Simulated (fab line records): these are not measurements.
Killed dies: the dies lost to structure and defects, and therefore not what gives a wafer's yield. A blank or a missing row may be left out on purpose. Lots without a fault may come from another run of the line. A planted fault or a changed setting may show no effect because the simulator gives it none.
fab line records -- flow nand-harc
record lots=6, wafers=18, last-day=32
route steps=1302 shown P_ZERO_WELL@66 P_STI@69 END@1302
lots with no fault: from the same line, run without faults
start-h: start of the lot's first displayed wafer, in hours after the record's first day -- wait-h: time in hours since the lot's previous step -- " identical to the entry in the row above -- L1.1+2: one row covering several wafers at once -- - no value present, or no start provided -- * or withheld: withheld -- < > ~ a bound
route shown NAME@n: names a module that has steps shown in the file, with the first one's number in the route -- usual: the fault-free wafers' mean and standard deviation -- same: alike in all rows -- chamber/n: place in a boat -- sites: each site's reading -- _std_site: their standard deviation -- _edge_site: mean of outer sites minus mean of inner sites -- radius-mm: how far each site lies from the wafer's centre -- mask NAME#n: copy n -- behind: the last tool/chamber to shape the wafer -- hold: why the lot went on hold/how many hours it stayed there/how the hold came to an end -- device: the transistor (n, p or np) that didn't switch -- end of line: at the end of the route, the tests of the same wafers -- a step with no rows: only its recipe -- killed: the dies lost at the first sort to structure and to defects; this is not the yield of the wafer -- map: per-die view of a wafer (x killed, . not killed, _ where there is no die)
set.NAME: setting as actually run; set.NAME@STEP: the setting as run at that earlier step -- model.NAME: the simulator's own value behind a step, which no gauge read
a table for each step, a row for each wafer; lots at some steps of the route
services: a tool's chamber out of use, with start hour (start-h, from the record's first day; less than 0 if before it), hours out, and reason
## steps
# step NHARC_P_ZERO_WELL_SRD_69
# step NHARC_P_ZERO_WELL_RTA_42
# recipe temp-c=1100, time-s=300
# usual anneal-temp-c-max=1105.7/2.5, lamp-power-pct=40.1/0.7, wafer_temp_C_max=1104.8/1.2
# same time-s=300
lot.wafer,tool,chamber,start-h,wait-h,anneal-temp-c-max,lamp-power-pct,wafer_temp_C_max
L789.1,rtp-anneal-02,0,36.99,-,1102.3,40.7,1105.7
L789.2,rtp-anneal-02,0,36.99,-,1104.8,40.6,1105.2
L789.4,rtp-anneal-02,0,36.99,-,1103.6,40.7,1105.7
L798.1,rtp-anneal-01,0,126.95,-,1108.2,39.2,1103.8
L798.2,rtp-anneal-01,0,126.95,-,1106.4,39.2,1102.9
L798.6,rtp-anneal-01,0,126.95,-,1110.3,39.2,1103.0
L800.1,rtp-anneal-02,0,147.96,-,1103.4,40.7,1105.2
L800.5,rtp-anneal-02,0,147.96,-,1103.1,40.6,1105.7
L800.6,rtp-anneal-02,0,147.96,-,1103.5,40.7,1105.6
L802.1,rtp-anneal-02,0,167.08,-,1105.4,40.7,1104.5
L802.2,rtp-anneal-02,0,167.08,-,1104.3,40.6,1107.1
L802.5,rtp-anneal-02,0,167.08,-,1105.3,40.7,1106.2
L807.4,rtp-anneal-01,0,217.06,-,1107.9,39.3,1105.2
L807.5,rtp-anneal-01,0,217.06,-,1108.8,39.2,1103.7
L807.6,rtp-anneal-01,0,217.06,-,1109.8,39.2,1104.0
L809.1,rtp-anneal-02,0,237.26,-,1104.0,40.7,1105.7
L809.2,rtp-anneal-02,0,237.26,-,1103.4,40.6,1104.9
L809.4,rtp-anneal-02,0,237.26,-,1103.3,40.7,1105.5
# step NHARC_P_ZERO_WELL_INSPECT_43
# usual raw-defect-count=13/5.4
lot.wafer,tool,chamber,start-h,wait-h,raw-defect-count
L789.1,defect-inspect-02,-,37.67,0.6,5
L789.2,defect-inspect-02,-,37.67,0.6,21
L789.4,defect-inspect-02,-,37.67,0.6,8
L798.1,defect-inspect-02,-,127.62,0.6,18
L798.2,defect-inspect-02,-,127.62,0.6,15
L798.6,defect-inspect-02,-,127.62,0.6,16
L800.1,defect-inspect-01,-,148.63,0.6,13
L800.5,defect-inspect-01,-,148.63,0.6,9
L800.6,defect-inspect-01,-,148.63,0.6,12
L802.1,defect-inspect-01,-,167.75,0.6,4
L802.2,defect-inspect-01,-,167.75,0.6,7
L802.5,defect-inspect-01,-,167.75,0.6,12
L807.4,defect-inspect-02,-,217.42,0.2,10
L807.5,defect-inspect-02,-,217.42,0.2,10
L807.6,defect-inspect-02,-,217.42,0.2,12
L809.1,defect-inspect-02,-,237.94,0.6,21
L809.2,defect-inspect-02,-,237.94,0.6,10
L809.4,defect-inspect-02,-,237.94,0.6,15
# step NHARC_P_STI_ETCH_26
# recipe target-depth-a=110, chemistry=dHF, material=SiO2
# step NHARC_P_STI_PRECLEAN_27
# recipe time-s=*, temp-c=50, bath-age-min=0, chemistry=SC1
# step NHARC_P_STI_SRD_28
# step NHARC_P_STI_OXIDE_29
# recipe target-thk-a=100, temp-c=900, ox-time-s=1362, material=SiO2
# step NHARC_P_STI_HM_DEP_30
# recipe target-thk-a=800, temp-c=790, pressure-mtorr=300, time-s=873, material=Si3N4
# step NHARC_P_STI_DEHYDRATE_01
# recipe temp-c=150, time-s=120
# step NHARC_P_STI_HMDS_02
# recipe time-s=30
# step NHARC_P_STI_COAT_41
# recipe temp-c=200, time-s=65
# step NHARC_P_STI_COAT_03
# recipe spin-rpm=2000, resist-thk-nm=600
# step NHARC_P_STI_SOFTBAKE_04
# recipe temp-c=125, time-s=70
# usual heater-power-total-W=201.0/1.4, resist-line-temp-C=23.01/0.096
# same time-s=70
lot.wafer,tool,chamber,start-h,wait-h,heater-power-total-W,resist-line-temp-C
L789.1,litho-track-05,0,56,-,201.2,22.92
L789.2,litho-track-05,0,56,-,198.9,22.99
L789.4,litho-track-05,0,56,-,202.6,23.00
L798.1,litho-track-03,0,142,-,202.7,22.99
L798.2,litho-track-03,0,142,-,198.9,23.03
L798.6,litho-track-03,0,142,-,199.1,22.98
L800.1,litho-track-03,0,164,-,180.3,23.03
L800.5,litho-track-03,0,164,-,180.2,22.91
L800.6,litho-track-03,0,164,-,180.2,23.04
L802.1,litho-track-03,0,184,-,180.6,23.05
L802.2,litho-track-03,0,184,-,180.7,22.92
L802.5,litho-track-03,0,184,-,180.9,23.05
L807.4,litho-track-05,0,234,-,202.6,23.07
L807.5,litho-track-05,0,234,-,202.4,22.98
L807.6,litho-track-05,0,234,-,200.2,22.87
L809.1,litho-track-05,0,255,-,201.8,23.07
L809.2,litho-track-05,0,255,-,199.4,22.98
L809.4,litho-track-05,0,255,-,202.7,22.91
# step NHARC_P_STI_EBR_05
# step NHARC_P_STI_EXPOSE_06
# recipe na=0.55, target-cd-nm=200, dose-mj=37.69, mask-id=P_STI
# step NHARC_P_STI_PEB_07
# recipe peb-temp-c=128, peb-time-s=80
# step NHARC_P_STI_DEVELOP_08
# recipe time-s=50, dev-temp-c=22
# step NHARC_P_STI_CD_MEAS_09
# recipe target-cd-nm=200, landing-energy-ev=500
# usual cd-nm=199.8/1.5
lot.wafer,tool,chamber,start-h,wait-h,cd-nm
L789.1,cd-sem-02,0,57.09,-,200.9
L789.2,cd-sem-02,0,57.09,-,199.2
L789.4,cd-sem-02,0,57.09,-,200.3
L798.1,cd-sem-03,0,142.65,-,200.5
L798.2,cd-sem-03,0,142.65,-,199.6
L798.6,cd-sem-03,0,142.65,-,199.3
L800.1,cd-sem-03,0,165.12,-,184.9
L800.5,cd-sem-03,0,165.12,-,184.6
L800.6,cd-sem-03,0,165.12,-,185.6
L802.1,cd-sem-02,0,184.58,-,183.7
L802.2,cd-sem-02,0,184.58,-,179.8
L802.5,cd-sem-02,0,184.58,-,181.9
L807.4,cd-sem-01,0,234.75,-,198.7
L807.5,cd-sem-01,0,234.75,-,198.8
L807.6,cd-sem-01,0,234.75,-,198.5
L809.1,cd-sem-03,0,255.85,-,201.7
L809.2,cd-sem-03,0,255.85,-,202.9
L809.4,cd-sem-03,0,255.85,-,202.3
# step NHARC_P_STI_OVL_MEAS_10
# usual overlay-x-nm=-1/6.1, overlay-y-nm=2/5.4
lot.wafer,tool,chamber,start-h,wait-h,overlay-x-nm,overlay-y-nm
L789.1,overlay-02,-,57.18,-,10,3
L789.2,overlay-02,-,57.18,-,11,3
L789.4,overlay-02,-,57.18,-,11,3
L798.1,overlay-01,-,142.74,-,-9,-2
L798.2,overlay-01,-,142.74,-,-9,-2
L798.6,overlay-01,-,142.74,-,-10,-2
L800.1,overlay-01,-,165.21,-,-6,14
L800.5,overlay-01,-,165.21,-,-6,14
L800.6,overlay-01,-,165.21,-,-6,14
L802.1,overlay-02,-,184.67,-,12,6
L802.2,overlay-02,-,184.67,-,12,6
L802.5,overlay-02,-,184.67,-,12,6
L807.4,overlay-01,-,234.84,-,-10,2
L807.5,overlay-01,-,234.84,-,-10,3
L807.6,overlay-01,-,234.84,-,-10,3
L809.1,overlay-01,-,255.94,-,-6,2
L809.2,overlay-01,-,255.94,-,-7,2
L809.4,overlay-01,-,255.94,-,-6,2
# step NHARC_P_STI_INSPECT_11
# usual raw-defect-count=6/3.3
lot.wafer,tool,chamber,start-h,wait-h,raw-defect-count
L789.1,defect-inspect-02,-,57.21,0.0,6
L789.2,defect-inspect-02,-,57.21,0.0,8
L789.4,defect-inspect-02,-,57.21,0.0,1
L798.1,defect-inspect-01,-,142.78,0.0,3
L798.2,defect-inspect-01,-,142.78,0.0,14
L798.6,defect-inspect-01,-,142.78,0.0,5
L800.1,defect-inspect-01,-,165.25,0.0,0
L800.5,defect-inspect-01,-,165.25,0.0,2
L800.6,defect-inspect-01,-,165.25,0.0,14
L802.1,defect-inspect-01,-,184.71,0.0,9
L802.2,defect-inspect-01,-,184.71,0.0,5
L802.5,defect-inspect-01,-,184.71,0.0,8
L807.4,defect-inspect-01,-,234.87,0.0,4
L807.5,defect-inspect-01,-,234.87,0.0,11
L807.6,defect-inspect-01,-,234.87,0.0,14
L809.1,defect-inspect-02,-,255.97,0.0,6
L809.2,defect-inspect-02,-,255.97,0.0,4
L809.4,defect-inspect-02,-,255.97,0.0,6
# step NHARC_P_STI_HARDBAKE_13
# recipe temp-c=118, time-s=65
# step NHARC_P_STI_DESCUM_14
# recipe time-s=3, o2-flow-sccm=200, ar-flow-sccm=0, bias-power-w=0, chemistry=O2
# usual chamber-pressure-mTorr=60.00/0.05, drypump-motor-current-A=5.5/0.38, oes-product-au=1.002/0.0075, rf-vpp-V=57.8/0.93, showerhead-plenum-p-Torr=1.91/0.098, throttle-valve-pct=11.312/0.011
# same time-s=3
lot.wafer,tool,chamber,start-h,wait-h,chamber-pressure-mTorr,drypump-motor-current-A,oes-product-au,rf-hours-counter-h,rf-vpp-V,showerhead-plenum-p-Torr,throttle-valve-pct,model.P_STI.cd-nm
L789.1,rie-diel-10,3,57.35,-,60.05,5.6,0.997,14,56.6,1.84,11.309,201.1
L789.2,rie-diel-10,2,57.35,-,59.99,5.1,1.010,14,59.1,1.99,11.316,198.7
L789.4,rie-diel-10,3,57.35,-,60.01,5.6,0.999,-,57.5,1.84,11.317,200.5
L798.1,rie-diel-10,2,142.93,-,59.97,5.1,1.004,6,59.1,1.98,11.315,200.5
L798.2,rie-diel-10,3,142.93,-,59.89,5.6,0.996,6,57.3,1.84,11.313,199.5
L798.6,rie-diel-10,1,142.93,-,60.07,5.3,0.999,-,57.0,1.80,11.313,199.3
L800.1,rie-diel-08,0,165.38,-,60.03,5.9,0.999,9,56.4,1.86,11.331,184.8
L800.6,rie-diel-08,0,165.38,-,59.99,5.9,0.998,-,57.7,1.86,11.297,186.1
L800.5,rie-diel-08,1,165.38,-,60.08,5.8,1.005,-,58.0,2.03,11.316,185.3
L802.1,rie-diel-10,1,184.85,-,59.97,5.4,0.978,10,56.9,1.79,11.325,183.2
L802.2,rie-diel-10,2,184.85,-,60.02,5.1,0.992,10,55.4,1.98,11.310,179.7
L802.5,rie-diel-10,1,184.85,-,60.01,5.3,0.986,-,56.5,1.79,11.319,181
L807.4,rie-diel-01,3,235.01,-,59.97,5.1,1.013,1,58.5,1.99,11.307,198.4
L807.6,rie-diel-01,2,235.01,-,60.06,6.2,1.002,-,57.8,1.82,11.300,198.2
L807.5,rie-diel-01,3,235.01,-,60.02,5.2,1.007,-,57.2,1.99,11.285,198.7
L809.4,rie-diel-08,0,256.11,-,60.03,5.9,1.000,4,56.4,1.86,11.332,202.3
L809.2,rie-diel-08,2,256.11,-,59.92,6.1,1.000,5,57.2,1.81,11.304,203.5
L809.1,rie-diel-08,3,256.11,-,59.98,5.2,1.007,4,57.4,1.81,11.331,202
# step NHARC_P_STI_ETCH_42
# recipe target-depth-a=800, overetch-a=240, time-s=61, ion-energy-ev=200, n2-flow-sccm=150, h2-flow-sccm=150, ar-flow-sccm=0, rf-w=400, bias-w=150, chemistry=N2/H2
# usual chamber-pressure-mTorr=30.001/0.028, drypump-motor-current-A=5.6/0.38, oes-product-au=1.000/0.0075, rf-fwd-power-W=396.2/1.5, rf-vpp-V=430/3, showerhead-plenum-p-Torr=2.03/0.11, throttle-valve-pct=14.170/0.0092
# same time-s=61
lot.wafer,tool,chamber,start-h,wait-h,chamber-pressure-mTorr,drypump-motor-current-A,oes-product-au,rf-fwd-power-W,rf-hours-counter-h,rf-vpp-V,showerhead-plenum-p-Torr,throttle-valve-pct
L789.2,rie-diel-10,1,57.45,0.1,29.991,5.3,0.991,394.1,11,428,1.91,14.179
L789.1,rie-diel-10,2,57.45,0.1,29.979,5.1,1.003,398.9,14,433,2.12,14.183
L789.4,rie-diel-10,2,57.45,0.1,30.072,5.1,0.996,397.9,-,433,2.12,14.177
L798.1,rie-diel-10,0,143.00,0.1,29.965,5.5,0.999,396.6,6,435,2.19,14.181
L798.2,rie-diel-10,1,143.00,0.1,30.031,5.3,0.999,395.0,6,427,1.91,14.176
L798.6,rie-diel-10,0,143.00,0.1,30.005,5.5,0.989,396.8,-,436,2.19,14.162
L800.1,rie-diel-08,2,165.47,0.1,30.007,6.0,0.989,394.3,9,428,1.92,14.161
L800.6,rie-diel-08,1,165.47,0.1,29.971,5.8,0.985,396.1,-,434,2.17,14.174
L800.5,rie-diel-08,2,165.47,0.1,30.001,6.1,0.990,394.5,-,428,1.92,14.160
L802.2,rie-diel-10,0,184.93,0.1,30.005,5.5,0.994,396.8,10,433,2.19,14.160
L802.1,rie-diel-10,2,184.93,0.1,29.966,5.1,0.997,395.8,10,431,2.12,14.168
L802.5,rie-diel-10,1,184.93,0.1,30.003,5.3,0.988,396.1,-,428,1.91,14.152
L807.4,rie-diel-01,3,235.10,0.1,29.955,5.1,1.002,394.9,1,434,2.13,14.189
L807.6,rie-diel-01,1,235.10,0.1,30.004,5.2,1.023,394.6,-,433,2.13,14.162
L807.5,rie-diel-01,2,235.10,0.1,29.953,6.2,1.015,398.1,-,428,1.94,14.173
L809.1,rie-diel-08,1,256.19,0.1,30.004,5.8,1.008,397.8,5,434,2.17,14.179
L809.4,rie-diel-08,2,256.19,0.1,30.007,6.1,1.001,397.1,5,428,1.92,14.169
L809.2,rie-diel-08,0,256.19,0.1,29.984,5.9,1.002,393.3,4,428,1.98,14.168
# step NHARC_P_STI_ETCH_31
# recipe target-depth-a=1089, time-s=54.5, cf4-flow-sccm=100, chf3-flow-sccm=30, ar-flow-sccm=0, rf-w=500, bias-w=200, chemistry=CF4/CHF3
# usual chamber-pressure-mTorr=24.998/0.022, chf3-flow-sccm=29.99/0.092, drypump-motor-current-A=5.5/0.38, oes-product-au=0.962/0.018, rf-fwd-power-W=494.8/1.8, rf-vpp-V=370.5/2.7, showerhead-plenum-p-Torr=1.57/0.076, throttle-valve-pct=16.802/0.0099
# same time-s=54.5
lot.wafer,tool,chamber,start-h,wait-h,chamber-pressure-mTorr,chf3-flow-sccm,drypump-motor-current-A,oes-product-au,rf-fwd-power-W,rf-hours-counter-h,rf-vpp-V,showerhead-plenum-p-Torr,throttle-valve-pct
L789.2,rie-diel-10,2,-,-,24.998,30.04,5.1,0.963,495.5,14,373.6,1.63,16.803
L789.1,rie-diel-10,3,-,-,24.991,30.08,5.6,0.963,495.2,14,368.8,1.52,16.797
L789.4,rie-diel-10,2,-,-,25.007,30.12,5.1,0.961,497.4,-,372.3,1.63,16.798
L798.1,rie-diel-10,0,-,-,25.007,29.96,5.5,0.949,493.9,6,373.6,1.68,16.800
L798.2,rie-diel-10,1,-,-,25.016,30.07,5.3,0.949,496.1,6,367.5,1.48,16.789
L798.6,rie-diel-10,0,-,-,24.950,30.01,5.5,0.964,492.6,-,374.0,1.68,16.798
L800.1,rie-diel-08,3,-,-,25.019,29.95,5.3,0.985,493.3,9,370.1,1.50,16.795
L800.5,rie-diel-08,0,-,-,24.951,30.00,5.9,0.966,493.2,-,369.7,1.53,16.791
L800.6,rie-diel-08,1,-,-,25.019,29.82,5.8,0.962,496.8,-,374.0,1.67,16.805
L802.2,rie-diel-10,0,-,-,25.011,29.95,5.5,0.969,494.9,10,372.6,1.68,16.787
L802.1,rie-diel-10,1,-,-,25.007,29.89,5.3,0.961,493.4,10,366.9,1.48,16.790
L802.5,rie-diel-10,1,-,-,25.027,29.96,5.3,0.967,492.2,-,367.6,1.48,16.786
L807.4,rie-diel-01,0,-,-,25.005,30.05,4.9,0.985,495.2,1,374.4,1.68,16.783
L807.6,rie-diel-01,2,-,-,24.991,30.08,6.2,0.963,498.2,-,370.5,1.50,16.799
L807.5,rie-diel-01,3,-,-,24.988,30.03,5.1,0.968,493.9,-,373.7,1.64,16.800
L809.1,rie-diel-08,3,-,-,25.026,29.94,5.3,0.968,497.8,4,369.1,1.49,16.806
L809.4,rie-diel-08,0,-,-,24.969,29.92,5.9,0.958,493.4,4,368.5,1.53,16.820
L809.2,rie-diel-08,1,-,-,24.999,30.02,5.8,0.957,495.4,5,374.5,1.66,16.784
# step NHARC_P_STI_ETCH_15
# recipe target-depth-a=3000, taper-deg=4, time-s=100.1, hbr-flow-sccm=150, cl2-flow-sccm=50, rf-w=400, icp-w=400, bias-w=100, chemistry=HBr/Cl2
# usual chamber-pressure-mTorr=14.999/0.017, drypump-motor-current-A=5.6/0.39, oes-product-au=1.000/0.0089, rf-fwd-power-W=397.5/1.3, throttle-valve-pct=26.407/0.0092
# same time-s=100.1
lot.wafer,tool,chamber,start-h,wait-h,chamber-pressure-mTorr,drypump-motor-current-A,oes-product-au,rf-fwd-power-W,rf-hours-counter-h,throttle-valve-pct,model.P_STI.cd-nm
L789.1,rie-si-05,1,57.68,-,15.000,5.1,1.012,396.5,0.81,26.403,201.2
L789.4,rie-si-05,2,57.68,-,15.008,5.9,0.998,394.8,0.73,26.407,200.2
L789.2,rie-si-05,3,57.68,-,14.991,5.8,1.019,398.9,0.59,26.409,198
L798.2,rie-si-01,0,143.22,-,14.990,6.3,1.013,394.9,0.81,26.395,198.5
L798.1,rie-si-01,1,143.22,-,14.996,5.4,1.001,397.3,0.79,26.392,199.9
L798.6,rie-si-01,2,143.22,-,15.006,5.8,1.004,399.1,-,26.405,198.7
L800.1,rie-si-05,0,165.69,-,14.966,5.0,1.004,398.0,0.21,26.408,183.7
L800.6,rie-si-05,2,165.69,-,15.009,5.9,0.997,398.9,-,26.407,185.6
L800.5,rie-si-05,3,165.69,-,14.998,5.7,1.000,399.3,-,26.415,184.6
L802.2,rie-si-01,0,185.12,-,14.986,6.3,0.994,397.9,1.04,26.391,179.2
L802.1,rie-si-01,2,185.12,-,14.971,5.7,1.004,396.8,1.07,26.411,182.8
L802.5,rie-si-01,0,185.12,-,15.016,6.3,1.012,399.3,-,26.398,179.7
L807.6,rie-si-01,3,235.34,-,15.022,5.9,0.988,397.6,-,26.417,198.6
L807.5,rie-si-01,0,235.34,-,14.989,6.3,1.000,398.5,-,26.401,199.2
L807.4,rie-si-01,1,235.34,-,14.980,5.4,0.998,397.7,-,26.403,198.6
L809.2,rie-si-01,0,256.38,-,15.011,6.3,0.990,396.6,0.37,26.405,202.5
L809.4,rie-si-01,2,256.38,-,14.989,5.7,1.004,398.4,0.18,26.403,201.9
L809.1,rie-si-01,3,256.38,-,15.002,5.9,1.000,395.8,0.37,26.410,202.2
# step NHARC_P_STI_CD_MEAS_16
# usual cd-nm=199.3/1.6
lot.wafer,tool,chamber,start-h,wait-h,cd-nm
L789.1,cd-sem-01,-,57.82,-,201.4
L789.2,cd-sem-01,-,57.82,-,197.9
L789.4,cd-sem-01,-,57.82,-,200.3
L798.1,cd-sem-02,-,143.36,-,199.8
L798.2,cd-sem-02,-,143.36,-,198.7
L798.6,cd-sem-02,-,143.36,-,198.5
L800.1,cd-sem-01,-,165.82,-,183.8
L800.5,cd-sem-01,-,165.82,-,184.5
L800.6,cd-sem-01,-,165.82,-,186.1
L802.1,cd-sem-02,-,185.28,-,182.9
L802.2,cd-sem-02,-,185.28,-,179.3
L802.5,cd-sem-02,-,185.28,-,179.7
L807.4,cd-sem-01,-,235.48,-,198.8
L807.5,cd-sem-01,-,235.48,-,199.3
L807.6,cd-sem-01,-,235.48,-,198.5
L809.1,cd-sem-03,-,256.54,-,202.1
L809.2,cd-sem-03,-,256.54,-,202.5
L809.4,cd-sem-03,-,256.54,-,201.9
# step NHARC_P_STI_OCD_MEAS_17
# usual trench-depth-nm=300/3.6, trench-foot-cd-nm=157.8/1.6
lot.wafer,tool,chamber,start-h,wait-h,trench-depth-nm,trench-foot-cd-nm
L789.1,ocd-02,-,57.91,0.1,306,158.5
L789.2,ocd-02,-,57.91,0.1,309,155.9
L789.4,ocd-02,-,57.91,0.1,300,158.2
L798.1,ocd-02,-,143.45,0.1,302,158.7
L798.2,ocd-02,-,143.45,0.1,303,156.8
L798.6,ocd-02,-,143.45,0.1,301,157.6
L800.1,ocd-02,-,165.90,0.1,299,143.0
L800.5,ocd-02,-,165.90,0.1,299,142.8
L800.6,ocd-02,-,165.90,0.1,299,143.8
L802.1,ocd-02,-,185.37,0.1,303,141.2
L802.2,ocd-02,-,185.37,0.1,301,138.3
L802.5,ocd-02,-,185.37,0.1,305,139.4
L807.4,ocd-01,-,235.57,0.1,298,157.2
L807.5,ocd-01,-,235.57,0.1,298,156.8
L807.6,ocd-01,-,235.57,0.1,292,157.7
L809.1,ocd-01,-,256.63,0.1,298,160.5
L809.2,ocd-01,-,256.63,0.1,297,161.8
L809.4,ocd-01,-,256.63,0.1,300,160.7
# step NHARC_P_STI_STRIP_19
# recipe time-s=900, temp-c=130, chemistry=SPM
# step NHARC_END_SORT_01
# recipe temp-c=25
# usual killed-at-array=52/20, killed-at-other=1.0/1.3, killed-at-periphery=3.7/2.2, killed-dies=57/20, killed-open=3.2/1.6, killed-short=2.4/1.6
# same gross-dies=677
lot.wafer,tool,chamber,start-h,wait-h,killed-at-array,killed-at-other,killed-at-periphery,killed-dies,killed-open,killed-short
L789.1,prober-01,0,577.18,2.5,72,2,2,76,5,2
L789.2,prober-01,0,578.00,2.8,56,5,4,65,2,4
L789.4,prober-01,0,579.62,3.4,61,2,0,63,3,3
L802.1,prober-02,0,711.74,2.5,27,0,12,39,3,1
L802.2,prober-02,0,712.53,2.8,26,0,6,32,3,3
L802.5,prober-02,0,714.89,3.7,26,0,4,30,3,2
L807.4,prober-01,0,763.99,3.4,75,1,6,82,4,4
L807.5,prober-01,0,764.79,3.7,73,2,4,79,2,3
L807.6,prober-01,0,765.60,4.0,87,1,5,93,4,3
L809.1,prober-02,0,777.55,2.5,22,0,9,31,4,3
L809.2,prober-02,0,778.33,2.8,30,0,7,37,6,3
L809.4,prober-02,0,779.90,3.3,22,0,7,29,2,5
# killed by level:class
L789.1 A_CHANNEL_HOLE_D2:chamber-film-flake=30 A_SLIT:chamber-film-flake=26 A_CHANNEL_HOLE_D1:chamber-film-flake=3 A_CHANNEL_FILL_D2:chamber-film-flake=3 A_CONTACT:chamber-film-flake=3 THIN_TSV:chamber-film-flake=2 P_STI:geometric-particle:open=1 A_ONON_D1:geometric-particle:open=1
L789.2 A_CHANNEL_HOLE_D2:chamber-film-flake=25 A_SLIT:chamber-film-flake=23 THIN_TSV:chamber-film-flake=5 P_ZERO_WELL:chamber-film-flake=2 P_STI:geometric-particle:open=1 A_CHANNEL_FILL_D2:geometric-particle:short=1 A_SGD_CUT:geometric-particle:short=1 A_WL_FILL:geometric-particle:open=1
L789.4 A_CHANNEL_HOLE_D2:chamber-film-flake=29 A_SLIT:chamber-film-flake=22 A_WL_FILL:geometric-particle:open=3 A_CONTACT:chamber-film-flake=2 THIN_TSV:chamber-film-flake=2 A_CHANNEL_FILL_D1:geometric-particle:short=1 A_SGD_CUT:geometric-particle:short=1 A_WL_FILL:geometric-particle:short=1
L802.1 A_CHANNEL_HOLE_D1:chamber-film-flake=7 A_SLIT:chamber-film-flake=7 A_CONTACT:chamber-film-flake=7 P_STI:area-peb=5 P_CONTACT:chamber-film-flake=4 A_ONON_D2:geometric-particle:open=2 P_GATE:chamber-film-flake=2 P_M0:geometric-particle:short=1
L802.2 A_CHANNEL_HOLE_D1:chamber-film-flake=10 P_CONTACT:chamber-film-flake=4 A_CHANNEL_FILL_D1:chamber-film-flake=4 A_STAIRCASE:chamber-film-flake=3 A_SLIT:chamber-film-flake=2 P_M0:geometric-particle:short=1 A_ONON_D1:geometric-particle:short=1 A_CHANNEL_HOLE_D1:geometric-particle:short=1
L802.5 A_CHANNEL_HOLE_D1:chamber-film-flake=6 A_CHANNEL_FILL_D1:chamber-film-flake=4 A_CONTACT:chamber-film-flake=4 A_DECK1_JOINT:chamber-film-flake=3 A_SLIT:chamber-film-flake=3 A_CHANNEL_FILL_D1:geometric-particle:open=2 P_CONTACT:chamber-film-flake=2 P_M1:geometric-particle:open=1
L807.4 A_SLIT:chamber-film-flake=31 A_CHANNEL_HOLE_D1:chamber-film-flake=26 A_CONTACT:chamber-film-flake=12 P_CONTACT:geometric-particle:open=2 P_GATE:chamber-film-flake=2 P_GATE:geometric-particle:open=1 A_ONON_D1:geometric-particle:short=1 A_CHANNEL_HOLE_D1:geometric-particle:short=1
L807.5 A_SLIT:chamber-film-flake=34 A_CHANNEL_HOLE_D1:chamber-film-flake=29 A_CONTACT:chamber-film-flake=5 P_GATE:chamber-film-flake=2 THIN_TSV:chamber-film-flake=2 P_M2:geometric-particle:open=1 A_ONON_D1:geometric-particle:open=1 A_CHANNEL_FILL_D1:geometric-particle:short=1
L807.6 A_SLIT:chamber-film-flake=34 A_CHANNEL_HOLE_D1:chamber-film-flake=28 A_CONTACT:chamber-film-flake=13 A_WL_FILL:geometric-particle:short=3 A_STAIRCASE:chamber-film-flake=3 A_CHANNEL_FILL_D2:geometric-particle:open=2 P_GATE:chamber-film-flake=2 P_BONDPAD:chamber-film-flake=2
L809.1 A_SLIT:chamber-film-flake=8 A_CONTACT:chamber-film-flake=6 P_BONDPAD:chamber-film-flake=4 A_BLC:chamber-film-flake=3 P_GATE:chamber-film-flake=2 P_M0:geometric-particle:open=1 P_M1:geometric-particle:open=1 A_SOURCE_PLATE:geometric-particle:open=1
L809.2 A_SLIT:chamber-film-flake=11 A_CONTACT:chamber-film-flake=6 A_BLC:chamber-film-flake=4 P_CONTACT:geometric-particle:open=3 P_BONDPAD:chamber-film-flake=2 A_CHANNEL_HOLE_D1:chamber-film-flake=2 A_ONON_D1:geometric-particle:open=1 A_ONON_D1:geometric-particle:short=1
L809.4 A_SLIT:chamber-film-flake=6 A_CONTACT:chamber-film-flake=6 P_BONDPAD:chamber-film-flake=3 A_BLC:chamber-film-flake=3 P_GATE:geometric-particle:short=1 P_CONTACT:geometric-particle:short=1 A_CHANNEL_FILL_D1:geometric-particle:short=1 A_CHANNEL_FILL_D1:geometric-particle:open=1
## services
tool,chamber,start-h,hours,kind
rie-diel-08,-,13.80,9.0,pm
rie-si-01,-,16.00,9.0,pm
rie-diel-01,-,26.80,9.0,pm
rie-diel-10,3,29.53,6.0,repair
rie-diel-01,1,44.28,12.6,repair
rie-diel-01,3,53.17,46.9,repair
rie-diel-10,0,54.81,3.3,repair
rie-si-01,-,56.24,0.3,repair
rie-diel-10,-,65.54,9.0,pm
rie-diel-01,1,94.02,6.1,repair
rie-diel-01,0,96.47,14.3,repair
litho-track-03,-,100.00,7.0,pm
rie-diel-08,0,114.97,3.2,repair
rie-diel-01,1,118.43,3.3,repair
rie-diel-01,2,121.72,41.1,repair
litho-track-05,-,124.00,7.0,pm
rie-diel-08,2,156.18,3.1,repair
rie-diel-08,-,177.81,0.2,repair
rie-si-01,-,178.99,0.2,repair
rie-diel-08,0,183.08,5.2,repair
rie-diel-08,-,190.80,9.0,pm
rie-si-01,-,193.00,9.0,pm
rie-si-01,2,214.18,25.6,repair
rie-diel-10,-,242.54,9.0,pm
## key
first-sign step=NHARC_P_STI_SOFTBAKE_04, reading=heater-power-total-W, direction=down, sigmas=15, usual=*, struck=*
effect step=NHARC_P_STI_CD_MEAS_09, reading=cd-nm, direction=down, sigmas=11, usual=199.8, struck=183.4
effect step=NHARC_P_STI_CD_MEAS_16, reading=cd-nm, direction=down, sigmas=10, usual=199.3, struck=182.7
effect step=NHARC_P_STI_OCD_MEAS_17, reading=trench-foot-cd-nm, direction=down, sigmas=10, usual=157.8, struck=141.4
model-effect step=NHARC_P_STI_DESCUM_14, value=P_STI.cd-nm, without=200.7, struck=183.3
model-effect step=NHARC_P_STI_ETCH_15, value=P_STI.cd-nm, without=200, struck=182.6
met-at NHARC_P_STI_SOFTBAKE_04
struck-wafers L800.1,L800.5,L800.6,L802.1,L802.2,L802.5
tester-left-out L800,L802
onset-between 142 164
fault kind=process-parameter-drift, tool=litho-track-03, chamber=-, onset-h=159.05, steps=NHARC_P_STI_SOFTBAKE_04, channel=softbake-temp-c, offset=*, shape=step, end-h=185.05, acts-in=*, stated=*
# tester-left-out: of these lots the tester's yield and bins aren't shown, on N5 and GAA mostly nor the transistor test; their killed dies are dies lost to structure and defects alone, not to doping, threshold or leakage, so they don't give the yield
